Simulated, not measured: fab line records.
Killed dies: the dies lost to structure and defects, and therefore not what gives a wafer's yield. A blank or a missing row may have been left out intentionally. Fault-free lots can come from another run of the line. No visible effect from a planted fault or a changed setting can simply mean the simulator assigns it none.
fab line records	flow nand_harc
record lots=24	wafers=72	last_day=33
route steps=1302 shown A_CONTACT@1039
lots that met no fault: from a run of the same line without faults
start_h: hours from the record's opening day to when the first of the lot's shown wafers began	wait_h: hours elapsed since this lot's preceding step	" the same as in the row above	L1.1+2: a single row standing in for several wafers	- no value, or no start given	* or withheld: withheld	< > ~ a bound
route shown NAME@n: a module of which the file shows steps, and the number in the route of the first	usual: mean and standard deviation over wafers with no fault	same: alike in all rows	chamber/n: place in a boat	sites: each site's reading	_std_site: the values' standard deviation	_edge_site: outer sites' mean less inner sites'	radius_mm: for every site, how far away it sits from the centre of the wafer	mask NAME#n: copy n	behind: the last tool/chamber to shape the wafer	hold: what put the lot on hold/how long, in hours/how the hold closed	device: transistor that didn't switch, given as n, p or np	end of line: at the end of the route, the tests of the same wafers	step lacking rows: just its recipe	killed: dies that structure and defects cost at the first sort, which is not the same as the wafer's yield	map: a wafer's dies, marking killed ones x, the rest . and places with no die _
set.NAME: setting as actually run; set.NAME@STEP: the setting as run at that earlier step	model.NAME: the simulator's own value behind a step, which no gauge read
the route's steps for a sample of lots (tables are steps, rows are wafers)
services: the hour from which a tool's chamber was out of use, counted from the record's first day as start_h (under 0 if before that day), plus the number of hours and why
## steps
# step NHARC_A_CONTACT_CD_MEAS_69
# recipe target_cd_nm=300	landing_energy_ev=500
# usual cd_nm=299.8/0.5
lot.wafer	tool	chamber	start_h	wait_h	cd_nm
L074.1	cd_sem-03	0	512.13	-	299.8
L074.2	"	0	"	"	300.1
L074.6	"	0	"	"	299.6
L075.2	cd_sem-03	0	514.59	-	299.9
L075.3	"	0	"	"	299.9
L075.4	"	0	"	"	299.7
L076.1	cd_sem-03	0	520.58	-	300.0
L076.2	"	0	"	"	300.4
L076.5	"	0	"	"	300.8
L077.2	cd_sem-03	0	522.17	-	299.3
L077.4	"	0	"	"	299.1
L077.6	"	0	"	"	299.8
L078.2	cd_sem-03	0	539.23	-	299.6
L078.3	"	0	"	"	299.6
L078.6	"	0	"	"	300.0
L079.1	cd_sem-01	0	539.63	-	300.5
L079.2	"	0	"	"	300.7
L079.5	"	0	"	"	300.7
L080.3	cd_sem-01	0	560.11	-	300.0
L080.5	"	0	"	"	300.4
L080.6	"	0	"	"	300.1
L081.1	cd_sem-03	0	563.36	-	299.8
L081.3	"	0	"	"	299.3
L081.6	"	0	"	"	300.1
L082.1	cd_sem-03	0	594.80	-	300.3
L082.3	"	0	"	"	299.4
L082.5	"	0	"	"	299.2
L084.3	cd_sem-02	0	598.05	-	299.6
L084.5	"	0	"	"	299.6
L084.6	"	0	"	"	299.3
L083.1	cd_sem-02	0	601.29	-	299.4
L083.2	"	0	"	"	299.7
L083.5	"	0	"	"	300.4
L085.3	cd_sem-01	0	607.74	-	300.1
L085.5	"	0	"	"	300.0
L085.6	"	0	"	"	300.4
L086.2	cd_sem-03	0	630.23	-	300.4
L086.3	"	0	"	"	300.4
L086.6	"	0	"	"	300.5
L089.1	cd_sem-03	0	637.53	-	300.1
L089.3	"	0	"	"	299.5
L089.4	"	0	"	"	299.8
L087.1	cd_sem-03	0	637.83	-	300.0
L087.5	"	0	"	"	299.7
L087.6	"	0	"	"	300.0
L088.4	cd_sem-01	0	651.97	-	299.5
L088.5	"	0	"	"	300.1
L088.6	"	0	"	"	299.2
L090.2	cd_sem-01	0	654.44	-	299.1
L090.3	"	0	"	"	299.2
L090.6	"	0	"	"	299.7
L091.2	cd_sem-01	0	680.50	-	300.1
L091.3	"	0	"	"	299.7
L091.6	"	0	"	"	299.9
L093.2	cd_sem-02	0	681.51	-	299.7
L093.3	"	0	"	"	300.7
L093.5	"	0	"	"	299.7
L092.1	cd_sem-02	0	683.76	-	300.4
L092.5	"	0	"	"	299.9
L092.6	"	0	"	"	300.4
L094.1	cd_sem-02	0	695.80	-	300.2
L094.3	"	0	"	"	299.8
L094.6	"	0	"	"	300.0
L095.1	cd_sem-03	0	714.63	-	299.6
L095.4	"	0	"	"	299.1
L095.5	"	0	"	"	299.0
L096.1	cd_sem-01	0	726.47	-	299.6
L096.3	"	0	"	"	300.2
L096.4	"	0	"	"	300.4
L097.2	cd_sem-02	0	733.93	-	299.0
L097.4	"	0	"	"	300.0
L097.5	"	0	"	"	299.1
# step NHARC_A_CONTACT_ETCH_75
# recipe target_depth_a=390	over_etch_frac=0.3	time_s=65	ion_energy_ev=80	cf4_flow_sccm=150	ar_flow_sccm=0	rf_w=300	bias_w=100	chemistry=CF4
# usual drypump_motor_current_A=5.7/0.46	oes_product_au=1.002/0.0089	rf_vpp_V=151.0/1.1	showerhead_plenum_p_Torr=1.75/0.068	throttle_valve_pct=13.283/0.0094
# same time_s=65
lot.wafer	tool	chamber	start_h	wait_h	drypump_motor_current_A	oes_product_au	rf_hours_counter_h	rf_vpp_V	showerhead_plenum_p_Torr	throttle_valve_pct
L074.2	rie_diel-04	1	512.41	0.1	5.2	1.002	25	150.2	1.68	13.264
L074.1	"	3	"	"	5.7	1.001	23	151.0	1.76	13.284
L074.6	"	1	"	"	5.2	0.999	-	150.5	1.68	13.275
L075.3	rie_diel-04	3	514.86	0.1	5.7	0.999	24	150.0	1.76	13.272
L075.2	"	0	"	"	5.5	1.006	26	151.4	1.73	13.280
L075.4	"	2	"	"	5.7	1.013	27	151.0	1.75	13.289
L076.2	rie_diel-04	2	520.85	0.1	5.7	1.015	29	150.4	1.75	13.288
L076.1	"	3	"	"	5.7	0.998	25	151.7	1.76	13.270
L076.5	"	3	"	"	5.7	0.997	-	149.6	1.76	13.283
L077.4	rie_diel-04	1	522.58	0.1	5.2	0.999	29	149.5	1.67	13.278
L077.2	"	2	"	"	5.7	1.004	30	152.1	1.75	13.284
L077.6	"	1	"	"	5.2	0.993	-	150.9	1.67	13.283
L078.2	rie_diel-13	0	539.56	0.1	6.5	1.010	4	150.9	1.72	13.278
L078.3	"	2	"	"	5.6	1.012	4	151.1	1.69	13.281
L078.6	"	1	"	"	4.8	0.991	-	152.1	1.71	13.275
L079.2	rie_diel-11	3	539.92	0.1	6.2	0.981	35	153.6	1.88	13.281
L079.1	"	2	"	"	5.3	1.004	31	150.4	1.70	13.290
L079.5	"	0	"	"	6.0	0.995	-	152.5	1.87	13.284
L080.3	rie_diel-04	3	560.40	0.1	5.7	0.998	3	150.2	1.75	13.282
L080.5	"	0	"	"	5.4	1.001	-	149.2	1.72	13.278
L080.6	"	1	"	"	5.2	1.004	-	149.9	1.67	13.290
L081.1	rie_diel-04	3	563.64	0.1	5.7	0.995	4	151.6	1.75	13.266
L081.3	"	1	"	"	5.2	0.997	3	150.7	1.67	13.281
L081.6	"	3	"	"	5.7	0.997	-	150.7	1.75	13.281
L082.1	rie_diel-11	3	595.07	0.1	6.2	0.991	54	152.1	1.88	13.280
L082.3	"	0	"	"	6.0	0.996	52	150.8	1.86	13.300
L082.5	"	3	"	"	6.2	0.989	-	152.7	1.88	13.267
L084.3	rie_diel-13	0	598.31	0.1	6.5	0.998	22	151.3	1.72	13.275
L084.5	"	0	"	"	6.5	1.008	-	152.5	1.71	13.284
L084.6	"	1	"	"	4.8	1.011	-	151.1	1.71	13.307
L083.2	rie_diel-04	0	601.57	0.1	5.4	0.984	9	150.5	1.72	13.286
L083.1	"	1	"	"	5.2	0.994	10	150.3	1.67	13.286
L083.5	"	2	"	"	5.7	1.017	-	150.5	1.75	13.286
L085.3	rie_diel-13	0	608.01	0.1	6.5	0.996	25	151.3	1.71	13.284
L085.6	"	3	"	"	5.2	0.986	-	151.7	1.88	13.289
L085.5	"	0	"	"	6.5	0.997	-	150.4	1.71	13.275
L086.2	rie_diel-11	3	630.50	0.1	6.2	1.004	4	153.5	1.87	13.272
L086.3	"	0	"	"	6.0	0.998	4	153.5	1.86	13.278
L086.6	"	2	"	"	5.3	1.012	-	149.7	1.69	13.292
L089.3	rie_diel-04	1	637.80	0.1	5.2	0.998	13	150.2	1.67	13.272
L089.1	"	2	"	"	5.7	1.004	14	149.4	1.74	13.299
L089.4	"	0	"	"	5.5	1.000	13	151.7	1.72	13.287
L087.1	rie_diel-11	2	638.15	0.1	5.3	1.010	5	151.0	1.69	13.266
L087.5	"	0	"	"	6.0	1.001	-	152.7	1.86	13.283
L087.6	"	1	"	"	6.3	1.000	-	150.2	1.73	13.280
L088.4	rie_diel-13	0	652.23	0.1	6.5	0.996	39	150.9	1.71	13.281
L088.6	"	3	"	"	5.2	1.006	-	152.7	1.88	13.293
L088.5	"	0	"	"	6.5	1.000	-	150.5	1.71	13.269
L090.2	rie_diel-04	1	654.72	0.1	5.2	0.991	16	149.6	1.67	13.297
L090.3	"	2	"	"	5.7	1.012	17	151.8	1.74	13.285
L090.6	"	1	"	"	5.2	0.990	-	152.3	1.67	13.282
L091.2	rie_diel-04	0	680.78	0.1	5.5	0.999	21	151.2	1.72	13.291
L091.3	"	2	"	"	5.7	1.015	21	151.1	1.74	13.279
L091.6	"	3	"	"	5.7	0.998	-	151.6	1.75	13.277
L093.3	rie_diel-11	2	681.79	0.1	5.3	1.007	22	150.8	1.69	13.282
L093.2	"	0	"	"	6.0	1.003	23	151.4	1.85	13.265
L093.5	"	2	"	"	5.3	1.013	-	150.3	1.69	13.305
L092.1	rie_diel-04	0	684.05	0.1	5.5	1.007	22	151.5	1.72	13.290
L092.5	"	2	"	"	5.7	1.025	-	151.1	1.74	13.268
L092.6	"	3	"	"	5.7	1.005	-	150.4	1.75	13.276
L094.1	rie_diel-11	0	696.07	0.1	6.0	1.010	27	152.5	1.85	13.292
L094.3	"	1	"	"	6.3	0.987	26	150.2	1.73	13.279
L094.6	"	0	"	"	6.0	1.002	-	152.6	1.85	13.278
L095.1	rie_diel-13	0	715.10	0.2	6.5	1.006	2	150.6	1.70	13.278
L095.4	"	1	"	"	4.8	1.002	2	151.4	1.70	13.291
L095.5	"	3	"	"	5.2	1.006	-	153.3	1.87	13.298
L096.1	rie_diel-11	1	726.78	0.1	6.3	1.000	33	150.9	1.72	13.281
L096.3	"	0	"	"	5.9	1.007	35	150.8	1.85	13.280
L096.4	"	2	"	"	5.3	0.998	-	150.2	1.68	13.285
L097.4	rie_diel-13	1	734.21	0.1	4.8	0.999	7	150.7	1.69	13.274
L097.2	"	2	"	"	5.6	1.006	7	151.1	1.68	13.303
L097.5	"	1	"	"	4.8	1.007	-	150.1	1.69	13.270
# step NHARC_A_CONTACT_ETCH_78
# recipe target_depth_a=53000	over_etch_frac=0.3	time_s=1378	ion_energy_ev=150	o2_flow_sccm=400	cos_flow_sccm=20	ar_flow_sccm=0	rf_w=500	bias_w=300	chemistry=O2/COS
# usual drypump_motor_current_A=5.6/0.46	oes_product_au=1.000/0.011	rf_vpp_V=313.5/1.8	showerhead_plenum_p_Torr=3.07/0.11	throttle_valve_pct=28.330/0.0088
# same time_s=1378
lot.wafer	tool	chamber	start_h	wait_h	drypump_motor_current_A	oes_product_au	rf_hours_counter_h	rf_vpp_V	showerhead_plenum_p_Torr	throttle_valve_pct
L074.2	rie_diel-04	2	-	-	5.7	1.024	27	313.1	3.09	28.327
L074.1	"	3	"	"	5.7	1.006	23	314.1	3.10	28.331
L074.6	"	0	"	"	5.5	1.015	-	313.1	3.04	28.322
L075.4	rie_diel-04	0	-	-	5.5	1.012	26	314.3	3.04	28.321
L075.3	"	1	"	"	5.2	0.994	27	312.0	2.95	28.335
L075.2	"	2	"	"	5.7	1.022	27	314.7	3.09	28.341
L076.1	rie_diel-04	2	-	-	5.7	1.021	29	315.0	3.09	28.335
L076.2	"	0	"	"	5.5	1.014	27	313.2	3.04	28.326
L076.5	"	2	"	"	5.7	1.006	-	312.0	3.09	28.345
L077.4	rie_diel-04	1	-	-	5.2	0.990	30	311.8	2.95	28.324
L077.2	"	2	"	"	5.7	1.030	31	315.1	3.09	28.347
L077.6	"	3	"	"	5.7	1.010	-	315.2	3.10	28.349
L078.2	rie_diel-13	1	-	-	4.8	1.001	5	311.7	3.02	28.346
L078.3	"	0	"	"	6.5	1.003	5	312.9	3.04	28.325
L078.6	"	1	"	"	4.8	0.998	-	312.9	3.02	28.305
L079.2	rie_diel-11	1	-	-	6.3	0.978	32	313.0	3.07	28.339
L079.1	"	3	"	"	6.2	0.987	36	316.3	3.32	28.316
L079.5	"	2	"	"	5.3	1.008	-	314.2	3.00	28.329
L080.3	rie_diel-04	2	-	-	5.7	0.999	3	314.2	3.08	28.333
L080.5	"	1	"	"	5.2	0.999	-	312.4	2.95	28.338
L080.6	"	2	"	"	5.7	1.012	-	314.7	3.08	28.333
L081.1	rie_diel-04	2	-	-	5.7	1.022	4	313.4	3.08	28.334
L081.3	"	3	"	"	5.7	0.998	4	313.3	3.10	28.347
L081.6	"	1	"	"	5.2	0.995	-	312.2	2.95	28.333
L082.3	rie_diel-11	2	-	-	5.3	1.018	52	313.0	2.99	28.337
L082.1	"	3	"	"	6.2	0.983	54	317.8	3.32	28.340
L082.5	"	1	"	"	6.3	0.981	-	313.6	3.06	28.327
L084.3	rie_diel-13	1	-	-	4.8	1.000	20	311.6	3.01	28.326
L084.5	"	1	"	"	4.8	1.002	-	312.1	3.01	28.330
L084.6	"	2	"	"	5.6	0.993	-	312.2	2.97	28.323
L083.1	rie_diel-04	0	-	-	5.5	0.993	9	313.7	3.04	28.328
L083.2	"	2	"	"	5.7	1.023	10	313.9	3.08	28.330
L083.5	"	3	"	"	5.7	0.992	-	314.2	3.09	28.325
L085.3	rie_diel-13	3	-	-	5.2	0.992	30	316.8	3.32	28.343
L085.6	"	2	"	"	5.6	0.998	-	312.5	2.97	28.330
L085.5	"	3	"	"	5.3	0.993	-	317.3	3.32	28.332
L086.3	rie_diel-11	2	-	-	5.3	0.999	3	311.8	2.99	28.329
L086.2	"	0	"	"	6.0	0.989	4	316.3	3.28	28.328
L086.6	"	1	"	"	6.3	0.986	-	312.9	3.06	28.332
L089.1	rie_diel-04	3	-	-	5.7	1.008	16	312.7	3.09	28.336
L089.3	"	1	"	"	5.2	0.998	14	313.8	2.95	28.332
L089.4	"	2	"	"	5.7	1.009	14	314.5	3.08	28.320
L087.1	rie_diel-11	0	-	-	6.0	0.998	6	314.6	3.28	28.312
L087.5	"	0	"	"	6.0	1.002	-	317.1	3.28	28.326
L087.6	"	1	"	"	6.3	0.991	-	315.9	3.06	28.330
L088.4	rie_diel-13	3	-	-	5.3	0.988	47	316.4	3.31	28.325
L088.5	"	0	"	"	6.5	0.993	-	313.0	3.02	28.333
L088.6	"	1	"	"	4.8	0.994	-	312.8	3.00	28.330
L090.2	rie_diel-04	2	-	-	5.7	1.024	17	315.7	3.08	28.326
L090.3	"	3	"	"	5.7	0.988	19	313.0	3.09	28.329
L090.6	"	2	"	"	5.7	1.005	-	313.7	3.08	28.335
L091.3	rie_diel-04	3	-	-	5.7	1.003	23	313.8	3.09	28.325
L091.2	"	1	"	"	5.2	0.998	21	310.5	2.94	28.341
L091.6	"	2	"	"	5.7	1.023	-	313.7	3.08	28.320
L093.2	rie_diel-11	2	-	-	5.3	1.006	23	313.2	2.98	28.335
L093.3	"	3	"	"	6.2	0.980	23	316.7	3.30	28.321
L093.5	"	3	"	"	6.3	0.990	-	317.8	3.30	28.337
L092.1	rie_diel-04	3	-	-	5.7	1.002	24	311.3	3.09	28.339
L092.6	"	0	"	"	5.5	0.992	-	313.5	3.03	28.320
L092.5	"	1	"	"	5.3	0.995	-	311.2	2.94	28.318
L094.3	rie_diel-11	2	-	-	5.3	0.994	27	312.1	2.97	28.323
L094.1	"	3	"	"	6.2	0.988	26	316.3	3.30	28.337
L094.6	"	2	"	"	5.3	1.005	-	311.0	2.97	28.333
L095.1	rie_diel-13	0	-	-	6.5	1.006	3	313.4	3.01	28.318
L095.4	"	1	"	"	4.8	0.998	3	312.6	2.99	28.313
L095.5	"	0	"	"	6.5	1.019	-	312.1	3.01	28.325
L096.1	rie_diel-11	0	-	-	6.0	1.002	36	316.9	3.27	28.317
L096.3	"	2	"	"	5.3	0.994	34	311.8	2.97	28.338
L096.4	"	2	"	"	5.3	1.000	-	311.4	2.97	28.336
L097.2	rie_diel-13	0	-	-	6.5	0.999	8	311.3	3.00	28.338
L097.4	"	2	"	"	5.6	0.994	8	312.3	2.96	28.323
L097.5	"	0	"	"	6.5	1.003	-	312.0	3.01	28.325
# step NHARC_A_CONTACT_ETCH_128
# recipe source_w=withheld	pressure_mtorr=20	bias_v=3000	time_s=197	target_depth_a=19180	ar_flow_sccm=withheld	c4f8_flow_sccm=withheld	o2_flow_sccm=withheld	chemistry=C4F8/O2/Ar
# same time_s=197
lot.wafer	tool	chamber	start_h	wait_h	rf_hours_counter_h
L074.1	har_cap_etch-02	0	515.69	0.1	86
L074.2	"	1	"	"	86
L074.6	"	0	"	"	-
L075.2	har_cap_etch-01	1	517.14	0.1	1
L075.3	"	0	"	"	-
L075.4	"	1	"	"	-
L076.2	har_cap_etch-02	1	523.04	0.1	88
L076.1	"	0	"	"	88
L076.5	"	0	"	"	-
L077.2	har_cap_etch-03	0	525.19	0.2	49
L077.4	"	1	"	"	-
L077.6	"	0	"	"	-
L079.1	har_cap_etch-02	1	542.23	0.1	94
L079.2	"	0	"	"	94
L079.5	"	1	"	"	-
L078.2	har_cap_etch-01	0	542.28	0.2	6
L078.3	"	0	"	"	-
L078.6	"	0	"	"	-
L080.3	har_cap_etch-02	1	562.66	0.1	-
L080.5	"	0	"	"	-
L080.6	"	1	"	"	-
L081.1	har_cap_etch-03	1	565.85	0.1	57
L081.3	"	1	"	"	-
L081.6	"	0	"	"	-
L082.1	har_cap_etch-03	1	597.29	0.1	61
L082.3	"	1	"	"	-
L082.5	"	1	"	"	-
L084.3	har_cap_etch-02	1	600.58	0.1	-
L084.6	"	0	"	"	-
L084.5	"	1	"	"	-
L083.1	har_cap_etch-03	1	603.79	0.1	63
L083.2	"	0	"	"	63
L083.5	"	0	"	"	-
L085.3	har_cap_etch-03	1	610.28	0.2	-
L085.5	"	0	"	"	-
L085.6	"	1	"	"	-
L086.2	har_cap_etch-02	1	632.68	0.1	107
L086.3	"	0	"	"	-
L086.6	"	1	"	"	-
L089.1	har_cap_etch-01	0	640.02	0.1	21
L089.4	"	1	"	"	-
L089.3	"	0	"	"	-
L087.1	har_cap_etch-03	1	640.42	0.1	70
L087.5	"	1	"	"	-
L087.6	"	0	"	"	-
L088.4	har_cap_etch-02	1	654.50	0.1	-
L088.5	"	0	"	"	-
L088.6	"	1	"	"	-
L090.2	har_cap_etch-03	1	656.91	0.1	74
L090.3	"	0	"	"	-
L090.6	"	0	"	"	-
L091.2	har_cap_etch-03	0	682.95	0.2	78
L091.3	"	0	"	"	-
L091.6	"	0	"	"	-
L093.2	har_cap_etch-02	0	684.87	0.1	117
L093.3	"	0	"	"	-
L093.5	"	0	"	"	-
L092.1	har_cap_etch-03	0	686.23	0.1	80
L092.5	"	0	"	"	-
L092.6	"	1	"	"	-
L094.1	har_cap_etch-03	0	698.27	0.1	82
L094.3	"	1	"	"	-
L094.6	"	0	"	"	-
L095.1	har_cap_etch-02	0	718.28	0.2	123
L095.4	"	0	"	"	-
L095.5	"	1	"	"	-
L096.1	har_cap_etch-03	0	729.27	0.1	86
L096.3	"	1	"	"	-
L096.4	"	0	"	"	-
L097.2	har_cap_etch-02	0	736.42	0.1	126
L097.4	"	0	"	"	-
L097.5	"	0	"	"	-
# step NHARC_A_CONTACT_ETCH_130
# recipe source_w=withheld	pressure_mtorr=20	bias_v=3000	time_s=197	target_depth_a=19180	ar_flow_sccm=withheld	c4f8_flow_sccm=withheld	o2_flow_sccm=withheld	chemistry=C4F8/O2/Ar
# same time_s=197
lot.wafer	tool	chamber	start_h	wait_h	rf_hours_counter_h
L074.1	har_cap_etch-02	0	516.05	0.1	87
L074.2	"	1	"	"	87
L074.6	"	0	"	"	-
L075.2	har_cap_etch-01	1	517.49	0.1	1
L075.3	"	0	"	"	-
L075.4	"	1	"	"	-
L076.2	har_cap_etch-02	1	523.39	0.1	88
L076.1	"	0	"	"	88
L076.5	"	0	"	"	-
L077.2	har_cap_etch-03	0	525.66	0.2	49
L077.4	"	1	"	"	-
L077.6	"	0	"	"	-
L079.1	har_cap_etch-02	1	542.58	0.1	94
L079.2	"	0	"	"	94
L079.5	"	1	"	"	-
L078.2	har_cap_etch-01	0	542.74	0.2	6
L078.3	"	0	"	"	-
L078.6	"	0	"	"	-
L080.3	har_cap_etch-02	1	563.01	0.1	-
L080.5	"	0	"	"	-
L080.6	"	1	"	"	-
L081.1	har_cap_etch-03	1	566.20	0.1	57
L081.3	"	1	"	"	-
L081.6	"	0	"	"	-
L082.1	har_cap_etch-03	1	597.64	0.1	61
L082.3	"	1	"	"	-
L082.5	"	1	"	"	-
L084.3	har_cap_etch-02	1	600.93	0.1	-
L084.6	"	0	"	"	-
L084.5	"	1	"	"	-
L083.1	har_cap_etch-03	1	604.14	0.1	63
L083.2	"	0	"	"	63
L083.5	"	0	"	"	-
L085.3	har_cap_etch-03	1	610.63	0.1	-
L085.5	"	0	"	"	-
L085.6	"	1	"	"	-
L086.2	har_cap_etch-02	1	633.04	0.1	108
L086.3	"	0	"	"	-
L086.6	"	1	"	"	-
L089.1	har_cap_etch-01	0	640.37	0.1	21
L089.4	"	1	"	"	-
L089.3	"	0	"	"	-
L087.1	har_cap_etch-03	1	640.77	0.1	70
L087.5	"	1	"	"	-
L087.6	"	0	"	"	-
L088.4	har_cap_etch-02	1	654.86	0.1	-
L088.5	"	0	"	"	-
L088.6	"	1	"	"	-
L090.2	har_cap_etch-03	1	657.27	0.1	74
L090.3	"	0	"	"	-
L090.6	"	0	"	"	-
L091.2	har_cap_etch-03	0	683.30	0.1	78
L091.3	"	0	"	"	-
L091.6	"	0	"	"	-
L093.2	har_cap_etch-02	0	685.22	0.1	118
L093.3	"	0	"	"	-
L093.5	"	0	"	"	-
L092.1	har_cap_etch-03	0	686.58	0.1	80
L092.5	"	0	"	"	-
L092.6	"	1	"	"	-
L094.1	har_cap_etch-03	0	698.62	0.2	82
L094.3	"	1	"	"	-
L094.6	"	0	"	"	-
L095.1	har_cap_etch-02	0	718.75	0.2	123
L095.4	"	0	"	"	-
L095.5	"	1	"	"	-
L096.1	har_cap_etch-03	0	729.62	0.1	86
L096.3	"	1	"	"	-
L096.4	"	0	"	"	-
L097.2	har_cap_etch-02	0	736.77	0.1	127
L097.4	"	0	"	"	-
L097.5	"	0	"	"	-
# step NHARC_A_CONTACT_DEP_84
# recipe target_thk_a=28000	temp_c=400	material=aC
# usual throttle_valve_pct=34.999/0.0089
lot.wafer	tool	chamber	start_h	wait_h	throttle_valve_pct
L074.1	acl_dep-03	0	518.83	-	34.990
L074.2	"	0	"	"	35.005
L074.6	"	0	520.26	-	34.996
L075.2	acl_dep-01	0	521.70	-	34.996
L075.3	"	0	"	"	34.997
L075.4	"	0	"	"	34.993
L076.1	acl_dep-02	0	527.81	-	35.000
L076.2	"	0	"	"	35.002
L076.5	"	0	"	"	34.994
L077.2	acl_dep-01	0	529.70	-	34.991
L077.4	"	0	"	"	35.011
L077.6	"	0	"	"	34.986
L079.1	acl_dep-02	0	549.94	-	34.991
L079.2	"	0	"	"	35.020
L079.5	"	0	"	"	35.001
L078.2	acl_dep-02	0	551.95	-	34.996
L078.3	"	0	"	"	34.999
L078.6	"	0	"	"	35.016
L080.3	acl_dep-01	0	566.02	-	35.018
L080.5	"	0	"	"	34.997
L080.6	"	0	"	"	34.976
L081.1	acl_dep-01	0	568.70	-	35.007
L081.3	"	0	"	"	35.007
L081.6	"	0	"	"	35.014
L082.1	acl_dep-01	0	601.74	-	34.999
L082.3	"	0	"	"	34.998
L082.5	"	0	"	"	34.995
L084.3	acl_dep-03	0	603.93	-	34.991
L084.5	"	0	"	"	34.994
L084.6	"	0	"	"	34.990
L083.1	acl_dep-03	0	607.60	-	34.991
L083.2	"	0	"	"	35.006
L083.5	"	0	"	"	34.998
L085.3	acl_dep-01	0	617.72	-	35.001
L085.5	"	0	"	"	35.003
L085.6	"	0	"	"	34.993
L086.2	acl_dep-02	0	637.78	-	35.015
L086.3	"	0	"	"	34.999
L086.6	"	0	"	"	35.000
L089.1	acl_dep-03	0	642.89	-	34.994
L089.3	"	0	"	"	35.010
L089.4	"	0	"	"	34.986
L087.1	acl_dep-02	0	645.19	-	34.998
L087.5	"	0	646.35	-	34.999
L087.6	"	0	"	"	34.997
L088.4	acl_dep-03	0	658.11	-	35.017
L088.5	"	0	"	"	35.009
L088.6	"	0	"	"	34.999
L090.2	acl_dep-03	0	661.22	-	35.019
L090.3	"	0	"	"	34.994
L090.6	"	0	"	"	34.994
L091.2	acl_dep-02	0	688.58	-	35.014
L091.3	"	0	"	"	35.013
L091.6	"	0	"	"	35.002
L093.2	acl_dep-02	0	692.14	-	34.994
L093.3	"	0	"	"	34.996
L093.5	"	0	"	"	35.005
L092.1	acl_dep-03	0	693.80	-	35.003
L092.5	"	0	694.95	-	34.997
L092.6	"	0	"	"	35.002
L094.1	acl_dep-01	0	702.63	-	35.001
L094.3	"	0	"	"	34.998
L094.6	"	0	"	"	34.983
L095.1	acl_dep-03	0	725.73	-	34.996
L095.4	"	0	"	"	35.013
L095.5	"	0	"	"	35.006
L096.1	acl_dep-03	0	732.07	-	34.998
L096.3	"	0	"	"	34.994
L096.4	"	0	"	"	34.995
L097.2	acl_dep-01	0	743.05	-	35.012
L097.4	"	0	"	"	34.985
L097.5	"	0	"	"	35.011
## services
tool	chamber	start_h	hours	kind
rie_diel-04	3	496.33	4.9	repair
har_cap_etch-01	-	499.38	17.0	pm
rie_diel-04	0	511.85	-	clean
rie_diel-04	1	511.85	-	clean
rie_diel-04	2	511.85	-	clean
rie_diel-04	-	516.83	0.2	repair
rie_diel-13	-	520.02	9.0	pm
har_cap_etch-02	-	544.62	0.4	repair
rie_diel-11	0	544.89	2.9	repair
acl_dep-01	-	548.50	13.0	pm
har_cap_etch-03	-	586.65	1.4	repair
rie_diel-04	0	592.26	5.9	repair
rie_diel-04	-	606.46	0.9	repair
acl_dep-02	-	606.99	13.0	pm
rie_diel-11	-	609.72	9.0	pm
rie_diel-13	2	637.12	12.7	repair
rie_diel-11	1	656.74	4.0	repair
acl_dep-03	-	663.65	13.0	pm
rie_diel-13	-	697.13	9.0	pm
rie_diel-04	-	709.19	9.0	pm
rie_diel-11	3	724.71	9.8	repair
acl_dep-01	-	729.76	13.0	pm
rie_diel-11	2	735.21	6.5	repair
rie_diel-04	-	739.98	1.1	repair
## key
fault none
